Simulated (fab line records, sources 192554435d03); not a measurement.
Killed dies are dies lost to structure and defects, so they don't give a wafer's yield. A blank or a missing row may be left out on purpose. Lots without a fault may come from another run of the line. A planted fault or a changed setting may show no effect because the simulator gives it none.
fab line records | flow n5_finfet
record lots=7 wafers=21 last_day=18
route steps=1938 shown BEOL_M6@1194
lots that met no fault: from a run of the same line without faults
start_h: hours from the record's first day to the start of the lot's first wafer shown | wait_h: hours since the lot's step before | " the same as in the row above | L1.1+2: a row that stands for several wafers | - no value, or no start given | * or withheld: withheld | < > ~ a bound
route shown NAME@n: a module of which the file shows steps, and the number in the route of the first | usual: mean/standard deviation of fault-free wafers | same: alike in all rows | chamber/n: place in a boat | sites: the reading at each site | _std_site: their standard deviation | _edge_site: outer sites' mean less inner sites' | radius_mm: how far each site lies from the wafer's centre | mask NAME#n: copy n | behind: the tool/chamber that last shaped the wafer | hold: why the lot was held/for how many hours/how that ended | device: the transistor (n, p or np) that didn't switch | end of line: the same wafers' tests at the end of the route | a step without rows: its recipe alone | killed: dies lost to structure and defects at the first sort, not the wafer's yield | map: a wafer's dies, x killed, . not, _ none there
set.NAME: the setting as run; set.NAME@STEP: as run at that earlier step | model.NAME: the simulator's own value behind a step, which no gauge read
lots at some steps of the route; a table a step, a row a wafer
services: from which hour (start_h, from the record's first day; less than 0 if before it) a tool's chamber was out of use, for how many hours, and why
## steps
# step N5_BEOL_M6_ILD_DEP_00
# recipe material=SiCOH_lowk target_thk_a=1797.5 temp_c=300 precursor=DEMS/porogen pressure_torr=5 rf_w=500 time_s=33.4
# usual heater_power_w=302/63 rf_fwd_power_W=493.7/2 showerhead_plenum_p_Torr=5.736/0.015 throttle_valve_pct=14.0/1
# columns lot.wafer tool chamber start_h wait_h heater_power_w rf_fwd_power_W showerhead_plenum_p_Torr throttle_valve_pct
L266.1 pecvd-01 0 214.23 0.0 319 494.0 5.709 13.4
L266.3 " 1 " " 306 491.2 5.722 16.2
L266.6 " 2 " " 321 490.4 5.761 14.1
L269.2 pecvd-01 1 230.29 0.0 352 494.4 5.731 16.1
L269.3 " 2 " " 268 491.4 5.768 13.9
L269.6 " 0 " " 299 491.3 5.717 13.7
L273.1 pecvd-03 1 246.78 0.0 197 496.4 5.730 13.8
L273.2 " 0 " " 397 493.8 5.744 14.9
L273.4 " 2 " " 213 498.7 5.745 13.2
L274.2 pecvd-03 0 264.74 0.0 396 493.3 5.730 14.7
L274.5 " 2 " " 186 494.9 5.747 12.5
L274.6 " 0 " " 409 494.1 5.722 14.8
L275.1 pecvd-03 0 269.23 0.0 366 492.5 5.713 14.7
L275.4 " 2 " " 213 496.3 5.755 13.1
L275.6 " 0 " " 370 493.7 5.733 14.6
L283.1 pecvd-04 1 325.42 0.0 343 494.7 5.745 13.8
L283.3 " 0 " " 335 492.2 5.730 14.3
L283.5 " 1 " " 351 494.4 5.733 13.5
L285.4 pecvd-03 0 334.54 0.1 432 493.2 5.743 15.0
L285.5 " 2 " " 208 493.6 5.741 12.9
L285.6 " 1 " " 191 496.4 5.729 13.7
# step N5_BEOL_M6_CURE_74
# recipe temp_c=385 time_s=240 ambient=He/Ar material=SiCOH_lowk
# usual lamp_power_pct=52.32/0.059 wafer_temp_C_max=387.0/0.63
# columns lot.wafer tool chamber start_h wait_h lamp_power_pct wafer_temp_C_max
L266.1 uv_cure-03 1 214.29 0.0 52.25 387.2
L266.3 " 1 " " 52.33 387.1
L266.6 " 1 " " 52.38 386.6
L269.2 uv_cure-03 0 230.43 0.1 52.23 386.5
L269.3 " 0 " " 52.29 386.2
L269.6 " 0 " " 52.20 386.2
L273.1 uv_cure-02 2 246.84 0.0 52.30 386.5
L273.2 " 2 " " 52.36 387.6
L273.4 " 2 " " 52.27 387.4
L274.2 uv_cure-01 2 264.91 0.1 52.33 387.6
L274.5 " 2 " " 52.36 387.2
L274.6 " 2 " " 52.29 387.4
L275.1 uv_cure-03 0 269.32 0.1 52.32 386.5
L275.4 " 0 " " 52.33 385.9
L275.6 " 0 " " 52.40 386.0
L283.1 uv_cure-01 1 325.49 0.0 52.32 385.9
L283.3 " 1 " " 52.36 386.1
L283.5 " 1 " " 52.33 386.1
L285.4 uv_cure-03 1 335.06 0.5 52.41 386.9
L285.5 " 1 " " 52.37 387.0
L285.6 " 1 " " 52.31 387.2
# step N5_BEOL_M6_THK_MEAS_01
# recipe reads=SiCOH_lowk_of_BEOL_M6_ILD_DEP_00
# usual M6_ILD_THK=154.7/2.1
# columns lot.wafer tool chamber start_h wait_h M6_ILD_THK[nm]
L266.1 film_metro-01 - 214.81 0.4 156.3
L266.3 " - " " 157.8
L266.6 " - " " 156.1
L269.2 film_metro-02 - 230.86 0.4 154.6
L269.3 " - " " 152.6
L269.6 " - " " 154.7
L273.1 film_metro-01 - 247.36 0.4 151.6
L273.2 " - " " 154.5
L273.4 " - " " 156.7
L274.2 film_metro-01 - 265.34 0.4 154.0
L274.5 " - " " 154.9
L274.6 " - " " 155.4
L275.1 film_metro-01 - 269.83 0.4 151.2
L275.4 " - " " 157.9
L275.6 " - " " 155.6
L283.1 film_metro-02 - 326.00 0.4 153.2
L283.3 " - " " 153.2
L283.5 " - " " 157.9
L285.4 film_metro-01 - 335.58 0.4 152.4
L285.5 " - " " 155.1
L285.6 " - " " 151.8
# step N5_BEOL_M6_PECVD_70
# recipe material=SiO2 target_thk_a=200 temp_c=400 precursor=TEOS/O2 pressure_torr=5.5 rf_w=450 teos_flow_sccm=53.8 gas=O2 flow_sccm=3000 time_s=22.7
# usual heater_power_w=699/120 rf_fwd_power_W=443.1/1.8 showerhead_plenum_p_Torr=8.77/0.067 throttle_valve_pct=22.9/1.7
# columns lot.wafer tool chamber start_h wait_h heater_power_w rf_fwd_power_W showerhead_plenum_p_Torr throttle_valve_pct
L266.1 pecvd-03 0 214.84 0.0 956 444.8 8.73 23.7
L266.3 " 0 " " 935 441.5 8.75 23.7
L266.6 " 0 " " 938 443.8 8.75 23.5
L269.2 pecvd-03 0 230.90 0.0 887 441.9 8.74 23.6
L269.3 " 1 " " 518 445.3 8.76 22.1
L269.6 " 2 " " 572 444.3 8.82 20.7
L273.1 pecvd-03 0 247.39 0.0 910 445.7 8.71 23.9
L273.2 " 1 " " 538 445.0 8.75 22.2
L273.4 " 0 " " 907 442.1 8.74 24.1
L274.2 pecvd-01 2 265.38 0.0 608 440.6 8.87 22.5
L274.5 " 0 " " 697 443.1 8.70 21.7
L274.6 " 1 " " 732 443.0 8.71 26.2
L275.1 pecvd-03 0 269.87 0.0 926 443.6 8.73 23.7
L275.4 " 2 " " 558 442.6 8.84 21.0
L275.6 " 2 " " 561 443.7 8.80 21.1
L283.1 pecvd-01 1 326.04 0.0 764 441.9 8.72 26.2
L283.3 " 0 " " 733 442.3 8.68 22.0
L283.5 " 2 " " 693 440.6 8.88 22.8
L285.4 pecvd-04 2 335.63 0.1 671 444.7 8.76 20.7
L285.5 " 0 " " 801 443.4 8.79 23.6
L285.6 " 1 " " 708 441.8 8.74 21.8
# step N5_BEOL_M6_HM_DEP_02
# recipe material=TiN target_thk_a=200 temp_c=25 chamber_pressure_pa=0.49996
# usual throttle_valve_pct=30.4/1.4
# columns lot.wafer tool chamber start_h wait_h throttle_valve_pct
L266.1 pvd_sputter-01 - 215.97 1.1 32.0
L266.3 " - " " 30.2
L266.6 " - " " 31.9
L269.2 pvd_sputter-01 - 232.42 1.5 28.5
L269.3 " - " " 31.9
L269.6 " - " " 30.1
L273.1 pvd_sputter-03 - 248.56 1.1 28.8
L273.2 " - " " 32.1
L273.4 " - " " 28.4
L274.2 pvd_sputter-03 - 267.06 1.7 28.8
L274.5 " - " " 31.2
L274.6 " - " " 32.2
L275.1 pvd_sputter-03 - 271.92 2.0 28.8
L275.4 " - " " 31.5
L275.6 " - " " 28.4
L283.1 pvd_sputter-03 - 327.46 1.4 31.4
L283.3 " - " " 32.2
L283.5 " - " " 31.7
L285.4 pvd_sputter-02 - 336.91 1.3 31.0
L285.5 " - " " 28.5
L285.6 " - " " 30.1
# step N5_BEOL_M6_COAT_59
# recipe resist=SOC temp_c=250 time_s=60 spin_rpm=1500 resist_thk_nm=100
# step N5_BEOL_M6_COAT_60
# recipe resist=SiARC temp_c=220 time_s=60 spin_rpm=1500 resist_thk_nm=35
# step N5_BEOL_M6_COAT_05
# recipe resist=CAR-ArF spin_rpm=1500 resist_thk_nm=90
# step N5_BEOL_M6_EBR_07
# recipe solvent=PGMEA ebr_width_mm=1.5
# step N5_BEOL_M6_SOFTBAKE_06
# recipe temp_c=110 time_s=60 resist=CAR-ArF
# step N5_BEOL_M6_EXPOSE_08
# recipe mask_id=M6 na=1.35 source_shape=dipole sigma_inner=0.817 sigma_outer=0.97 polarization=te dose_mj=68.25
# step N5_BEOL_M6_PEB_09
# recipe peb_temp_c=withheld peb_time_s=60 resist=CAR-ArF
# step N5_BEOL_M6_DEVELOP_10
# recipe develop_time_s=30 developer=TMAH resist=CAR-ArF rinse_liquid=diw dry=air_spin dev_temp_c=23
# usual chill_plate_temp_C=22.98/0.1 develop_time_s=30/0
# columns lot.wafer tool chamber start_h wait_h chill_plate_temp_C develop_time_s model.CAR-ArF_of_BEOL_M6_COAT_05.thk_nm
L266.1 litho_track-03 0 216.42 - 22.82 30 88.4
L266.3 " 0 " " 22.92 30 88.2
L266.6 " 0 " " 22.93 30 88.6
L269.2 litho_track-03 0 232.86 - 23.09 30 88
L269.3 " 0 " " 22.97 30 88
L269.6 " 0 " " 23.04 30 88
L273.1 litho_track-03 - 249.06 - - - 90.2
L273.2 " - " " - - 90.2
L273.4 " - " " - - 90.4
L274.2 litho_track-03 - 267.51 - - - 90.2
L274.5 " - " " - - 90
L274.6 " - " " - - 90
L275.1 litho_track-02 - 272.23 - - - 90
L275.4 " - " " - - 89.8
L275.6 " - " " - - 89.8
L283.1 litho_track-02 0 327.78 - 23.12 30 88.2
L283.3 " 0 " " 22.97 30 88.2
L283.5 " 0 " " 22.88 30 88
L285.4 litho_track-03 0 337.30 - 22.97 30 88.4
L285.5 " 0 " " 23.10 30 88.4
L285.6 " 0 " " 22.79 30 88.6
# step N5_BEOL_M6_CD_MEAS_11
# recipe target_cd_nm=38.5 landing_energy_ev=500 detector=se_inlens polarity=opening
# usual cd_nm=38.3/0.46
# columns lot.wafer tool chamber start_h wait_h cd_nm
L266.1 cd_sem-01 0 216.48 - 38.6
L266.3 " 0 " " 38.5
L266.6 " 0 " " 38.2
L269.2 cd_sem-02 0 232.92 - 38.4
L269.3 " 0 " " 38.4
L269.6 " 0 " " 38.9
L273.1 cd_sem-01 0 249.12 - -
L273.2 " 0 " " -
L273.4 " 0 " " -
L274.2 cd_sem-01 0 267.57 - -
L274.5 " 0 " " -
L274.6 " 0 " " -
L275.1 cd_sem-03 0 272.29 - -
L275.4 " 0 " " -
L275.6 " 0 " " -
L283.1 cd_sem-01 0 327.84 - 39.0
L283.3 " 0 " " 38.2
L283.5 " 0 " " 39.0
L285.4 cd_sem-03 0 337.36 - 38.2
L285.5 " 0 " " 38.2
L285.6 " 0 " " 38.1
## services
# columns tool chamber start_h hours kind
uv_cure-02 - 206.66 14.6 pm
uv_cure-01 - 206.68 10.0 repair
pecvd-03 2 209.24 13.2 repair
pecvd-04 0 214.44 25.6 repair
uv_cure-03 - 215.20 9.7 repair
uv_cure-03 - 224.93 2.1 pm
uv_cure-03 - 233.21 6.0 pm
uv_cure-02 - 236.79 7.5 pm
pecvd-04 2 242.61 6.9 repair
uv_cure-01 - 250.82 9.8 repair
pecvd-01 - 255.82 1.6 repair
pecvd-03 1 260.12 40.9 repair
pecvd-03 - 276.82 6.0 pm
pecvd-04 2 289.93 9.3 repair
pecvd-03 - 298.20 0.8 repair
pvd_sputter-03 - 332.92 11.1 repair
pecvd-03 0 336.45 5.0 scheduled_down
pecvd-01 2 336.51 5.5 scheduled_down
pecvd-04 0 337.05 16.5 scheduled_down
## key
first_sign step=N5_BEOL_M6_DEVELOP_10 reading=tool_record direction=missing
effect none on later readings
model_effect step=N5_BEOL_M6_DEVELOP_10 value=CAR-ArF_of_BEOL_M6_COAT_05.thk_nm without=88.31 struck=90.07
met_at N5_BEOL_M6_DEVELOP_10
struck_wafers L273.1,L273.2,L273.4,L274.2,L274.5,L274.6,L275.1,L275.4,L275.6
later_rows_left_out L273.1,L273.2,L273.4,L274.2,L274.5,L274.6,L275.1,L275.4,L275.6
sort_left_out L273.1,L273.2,L273.4,L274.2,L274.5,L274.6,L275.1,L275.4,L275.6
onset_between 232.86 249.06
fault kind=skipped_step_whole tool=litho_track-02,litho_track-03 chamber=- onset_h=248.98 steps=N5_BEOL_M6_DEVELOP_10 scope=struck_lots_only
# sort_left_out: the simulated sort isn't trusted on such a fault, so these wafers' sort isn't shown, and their yield isn't known
# later_rows_left_out: the simulator's readings of these wafers behind a module that went badly wrong aren't trusted and aren't shown, but for the sort
